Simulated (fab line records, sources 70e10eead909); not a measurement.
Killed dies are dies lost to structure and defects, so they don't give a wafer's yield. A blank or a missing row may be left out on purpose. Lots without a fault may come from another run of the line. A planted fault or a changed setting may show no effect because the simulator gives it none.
A struck lot beside a sound one | flow nand_harc | 21 steps out of a route of 1302
Sound: wafers L297.1, L297.4, L297.6. Struck: wafer L286.3. (L286.4, L286.6 of the same lot were not struck and are left out.) The cause comes at the end.
At each step with rows: each side's tool, then ch and its chambers, then its first start. Under that, the readings that differ: sound wafers | struck wafers | difference of the means | sigmas: that difference in standard deviations of wafers without a fault.
alike: readings whose means differ by less than 2 such deviations, and words and numbers that are the same on both sides. not compared: withheld readings, readings that some wafer has no value for, bounds like >300 that may hide the same value, and numbers for which the record gives no deviation and whose values overlap.
The two part at a step that has a row with sigmas, a row that says differs or no value, or rows on one side only. Numbers that don't overlap but have no deviation are shown without sigmas and don't part them. A reading that every wafer of one side lacks parts them only if that side has two wafers or more.

NHARC_P_CONTACT_CMP_24: polishes, t overpolish 30 s, target thk 200 nm.
  sound on cmp-01 ch 0,1, day 12 22:12; struck on cmp-01 ch 0, day 8 11:20
  alike: motor_current_A, overpolish_run_s, time_to_endpoint_s
then, 1 step without rows for these wafers: NHARC_P_CONTACT_SRD_26.
NHARC_P_CONTACT_INSPECT_27:
  sound on defect_inspect-01, day 12 22:36; struck on defect_inspect-02, day 8 11:43
  alike: raw_defect_count
then, 8 steps without rows for these wafers: NHARC_P_M0_DEP_00 (deposits SiOC, target thk 150 nm); NHARC_P_M0_DEHYDRATE_01 (time 120 s); NHARC_P_M0_HMDS_02 (time 30 s); NHARC_P_M0_COAT_33 (time 65 s); NHARC_P_M0_COAT_03 (resist thk 90 nm); NHARC_P_M0_SOFTBAKE_04 (time 55 s); NHARC_P_M0_EBR_05; NHARC_P_M0_EXPOSE_06 (exposes mask P M0, target cd 90 nm).
NHARC_P_M0_PEB_07: peb time 65 s.
  sound on litho_track-04 ch 0, day 12 23:26; struck on litho_track-04 ch 0, day 8 12:32
  reading                  | sound             | struck | difference | sigmas
  heater_power_total_W (W) | 157.2 156.5 157.2 | 179.9  | +22.9      | +55
  alike: chill_plate_temp_C
then, 1 step without rows for these wafers: NHARC_P_M0_DEVELOP_08 (develop time 35 s).
NHARC_P_M0_CD_MEAS_09: target cd 90 nm.
  sound on cd_sem-02 ch 0, day 12 23:31; struck on cd_sem-02 ch 0, day 8 12:37
  reading    | sound          | struck | difference | sigmas
  cd_nm (nm) | 89.3 90.2 90.4 | 80.7   | -9.3       | -13
NHARC_P_M0_OVL_MEAS_10: pitch 180 nm.
  sound on overlay-02, day 12 23:37; struck on overlay-02, day 8 12:42
  alike: overlay_x_nm, overlay_y_nm
NHARC_P_M0_INSPECT_11:
  sound on defect_inspect-01, day 12 23:39; struck on defect_inspect-01, day 8 12:44
  alike: raw_defect_count
NHARC_P_M0_DESCUM_14: chemistry O2, time 3 s.
  sound on rie_diel-02 ch 1,2, day 12 23:43; struck on rie_diel-10 ch 3, day 8 12:48
  reading                         | sound             | struck | difference | sigmas
  showerhead_plenum_p_Torr (Torr) | 2.02 1.92 2.03    | 1.78   | -0.21      | -3
  model.P_M0.cd_nm (nm)           | 89.71 89.48 90.31 | 80.92  | -8.91      |
  alike: drypump_motor_current_A, oes_product_au, rf_vpp_V, throttle_valve_pct
  not compared: rf_hours_counter_h
NHARC_P_M0_ETCH_34: etches the open film in N2/H2, target depth 40 nm, overetch 12 nm, time 43.94 s.
  sound on rie_diel-02 ch 0,2,3, day 12 23:47; struck on rie_diel-10 ch 1, day 8 12:53
  alike: drypump_motor_current_A, oes_product_au, rf_fwd_power_W, rf_vpp_V, showerhead_plenum_p_Torr, throttle_valve_pct
  not compared: rf_hours_counter_h
NHARC_P_M0_ETCH_15: etches the open film in C4F8/Ar, target depth 150 nm, overetch 15 nm, time 82.5 s.
  sound on rie_diel-02 ch 0,1,2; struck on rie_diel-10 ch 3
  reading               | sound             | struck | difference | sigmas
  oes_product_au (a.u.) | 0.978 0.952 0.973 | 0.917  | -0.051     | -2
  model.P_M0.cd_nm (nm) | 89.82 89.35 90.38 | 80.24  | -9.61      |
  alike: rf_fwd_power_W, rf_vpp_V
  not compared: rf_hours_counter_h
NHARC_P_M0_CD_MEAS_16:
  sound on cd_sem-02, day 13 00:01; struck on cd_sem-02, day 8 13:07
  reading    | sound          | struck | difference | sigmas
  cd_nm (nm) | 89.9 89.2 90.5 | 80.1   | -9.8       | -10
-- the record jumps here: 18 days lie between the struck wafers' starts before and after (it left off in module P_M0 and takes up again in module END, whose first step shown is number 1302 of the route) --
NHARC_END_SORT_01:
  sound on prober-01 ch 0, day 31 13:43; struck on prober-02 ch 0, day 26 15:12
  reading             | sound | struck | difference | sigmas
  killed_at_periphery | 4 2 3 | 11     | +8         | +3
  alike: defect_limited_yield, killed_at_array, killed_at_other, killed_dies, killed_open, killed_short

WHERE THEY PART
First at NHARC_P_M0_PEB_07; last, within this record, at NHARC_END_SORT_01.

WHY: what the simulator had put in
Process parameter drift: litho_track-04, from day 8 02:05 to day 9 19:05, at NHARC_P_M0_PEB_07. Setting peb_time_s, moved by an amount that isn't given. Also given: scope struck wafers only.
